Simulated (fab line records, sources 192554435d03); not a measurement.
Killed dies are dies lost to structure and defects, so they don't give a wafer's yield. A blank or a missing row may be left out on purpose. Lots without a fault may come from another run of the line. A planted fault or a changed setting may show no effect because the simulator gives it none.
Problem report in the 8D (eight disciplines) form, filled by code | flow n5_finfet | the parts of the form that need people (team, actions taken, sign-off) are left out

1. THE PROBLEM
killed_at_M4_up at N5_PASSIVATION_PROBE_49 reads a mean of 1096 on 6 wafers of 2 lots; wafers without a fault read 14 with a standard deviation of 5.2. That is +99 or more standard deviations from the usual mean.
First seen on wafer L574.1, day 15 21:16, on prober-01. The record holds 6 wafers of 2 lots with a number at this step. Rule for "out", or "out of limits": more than 4 standard deviations from the usual mean. The other wafers with a number count as sound.

2. WHAT IT IS AND WHAT IT IS NOT
question                    | is                                                                                                                  | is not
which readings at this step | killed_at_M4_up, defect_limited_yield, killed_dies, killed_on_rim, sort_bin_5_function, sort_n_pass, sort_yield_pct | killed_at_M0_to_M3, killed_at_front_end, killed_at_other, killed_short, sort_bin_6_memory
which lots                  | L574, L580                                                                                                          | -
which wafers of those lots  | all that have a number                                                                                              | -
read on which tools         | prober-01, prober-02                                                                                                | -
when                        | from day 15 21:16                                                                                                   | up to then (0 sound wafers)

3. SUSPECTS, AND WHAT RULES EACH OUT
Counting: a tool at a process step up to the reading stays a suspect if it ran every lot that is out and no sound lot after the first of them.
- rie_diel-02 at N5_BEOL_M9_STRIP_36 (strips in N2/H2): kept. It ran every lot that is out, first L574 (day 13 08:58), and no sound lot after that.
Left after counting: rie_diel-02 at N5_BEOL_M9_STRIP_36.

4. THE CAUSE (what the simulator had put in)
Skipped step whole: rie_diel-02, from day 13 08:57 on, at N5_BEOL_M9_STRIP_36. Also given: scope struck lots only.
Counting left only this tool.

5. THE CHAIN OF EFFECTS, in route order
Each row: a reading whose mean over the struck wafers that have a number lies more than 3 standard deviations from the usual. Only readings for which the record gives a usual standard deviation are gone through. hours: the time from each lot's start at the first step in this table that gives one to its start at this step, as a median over the lots. sigmas: the change in usual standard deviations.
hours | step                    | reading              | usual  | on struck wafers | change | sigmas
0     | N5_PASSIVATION_PROBE_49 | defect_limited_yield | 91.1 % | 0.0              | -91.1  | -61
0     | N5_PASSIVATION_PROBE_49 | killed_at_M4_up      | 14     | 1096             | +1082  | +99 or more
0     | N5_PASSIVATION_PROBE_49 | killed_dies          | 105    | 1180             | +1075  | +63
0     | N5_PASSIVATION_PROBE_49 | killed_on_rim        | 14     | 152              | +138   | +33
0     | N5_PASSIVATION_PROBE_49 | sort_bin_5_function  | 5.2 %  | 97.0             | +91.8  | +99 or more
0     | N5_PASSIVATION_PROBE_49 | sort_n_pass          | 1075   | 0                | -1075  | -63
0     | N5_PASSIVATION_PROBE_49 | sort_yield_pct       | 91.1 % | 0.0              | -91.1  | -61
The process steps in it:
- N5_PASSIVATION_PROBE_49
Readings that are blank on the struck wafers while sound wafers have them: bias_power_w at N5_BEOL_M9_STRIP_36; chamber_pressure_mTorr at N5_BEOL_M9_STRIP_36; drypump_motor_current_A at N5_BEOL_M9_STRIP_36; oes_product_au at N5_BEOL_M9_STRIP_36; rf_vpp_V at N5_BEOL_M9_STRIP_36; showerhead_plenum_p_Torr at N5_BEOL_M9_STRIP_36; temp_c at N5_BEOL_M9_STRIP_36; throttle_valve_pct at N5_BEOL_M9_STRIP_36.

6. WHAT WOULD HAVE CAUGHT IT SOONER
In this record the first reading out of limits was taken at day 15 21:16, 60 hours after the fault began at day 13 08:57.
At N5_BEOL_M9_STRIP_36 the tool's readings are blank on the struck wafers, where sound wafers have them: an empty tool record is the first sign, and it was there at once.
All the lots that are out (2) had begun N5_BEOL_M9_STRIP_36 on rie_diel-02 by day 15 21:16. A hold on the tool at that time would have spared none of them.
